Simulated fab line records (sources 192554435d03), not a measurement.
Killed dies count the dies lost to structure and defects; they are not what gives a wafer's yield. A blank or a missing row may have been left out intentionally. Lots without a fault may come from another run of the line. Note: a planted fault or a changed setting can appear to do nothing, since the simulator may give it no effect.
The tool behind it: which one? || flow n5_finfet || 10 lots (28 wafers sampled), 1 step of a 1938-step route

WHAT THE GAUGES READ, wafer by wafer
N5_DUMMY_GATE_CD_MEAS_15: target cd 25.8 nm.
{"lot": "L974", "measured": "day 3 03:30", "on": "cd_sem-03", "cd_nm (nm)": "25.13 24.92 25.30"}
{"lot": "L979", "measured": "day 4 11:45", "on": "cd_sem-03", "cd_nm (nm)": "25.12 25.38 25.44"}
{"lot": "L981", "measured": "day 4 21:00", "on": "cd_sem-02", "cd_nm (nm)": "25.19 25.24 25.06"}
{"lot": "L982", "measured": "day 5 04:11", "on": "cd_sem-01", "cd_nm (nm)": "25.37 25.01"}
{"lot": "L983", "measured": "day 5 12:44", "on": "cd_sem-02", "cd_nm (nm)": "25.17 24.57 25.03"}
{"lot": "L985", "measured": "day 5 21:38", "on": "cd_sem-03", "cd_nm (nm)": "24.95 25.07"}
{"lot": "L992", "measured": "day 7 16:15", "on": "cd_sem-02", "cd_nm (nm)": "24.92 25.09 25.21"}
{"lot": "L994", "measured": "day 8 04:51", "on": "cd_sem-02", "cd_nm (nm)": "25.12 24.98 25.10"}
{"lot": "L995", "measured": "day 8 14:26", "on": "cd_sem-03", "cd_nm (nm)": "25.23 25.07 24.75"}
{"lot": "L996", "measured": "day 8 16:04", "on": "cd_sem-02", "cd_nm (nm)": "24.99 25.02 24.81"}

TOOL THAT RAN EACH LOT (tool first, then ch and the chambers of the sampled wafers, then the start)
The record shows no process step preceding these readings.

THE ANSWER, worked out from the rows above alone
Rule: the usual values come from the lots themselves. Put in order of their means at a reading, lots are off if they are a third of the lots or fewer, leave a main group of 4 or more, and stand apart from it by a gap of 3 or more times the standard deviation of the main group's means; of several such gaps the widest counts. A main group is skipped when, at the precision printed for the reading in the tables above, its means are all equal. A lot without any number at a reading at which 4 lots or more have one is off too. Any other lot the step has rows for is counted as sound.
None of the lots is off at any reading shown; this tells nothing.

WHAT THE SIMULATOR HAD INSERTED
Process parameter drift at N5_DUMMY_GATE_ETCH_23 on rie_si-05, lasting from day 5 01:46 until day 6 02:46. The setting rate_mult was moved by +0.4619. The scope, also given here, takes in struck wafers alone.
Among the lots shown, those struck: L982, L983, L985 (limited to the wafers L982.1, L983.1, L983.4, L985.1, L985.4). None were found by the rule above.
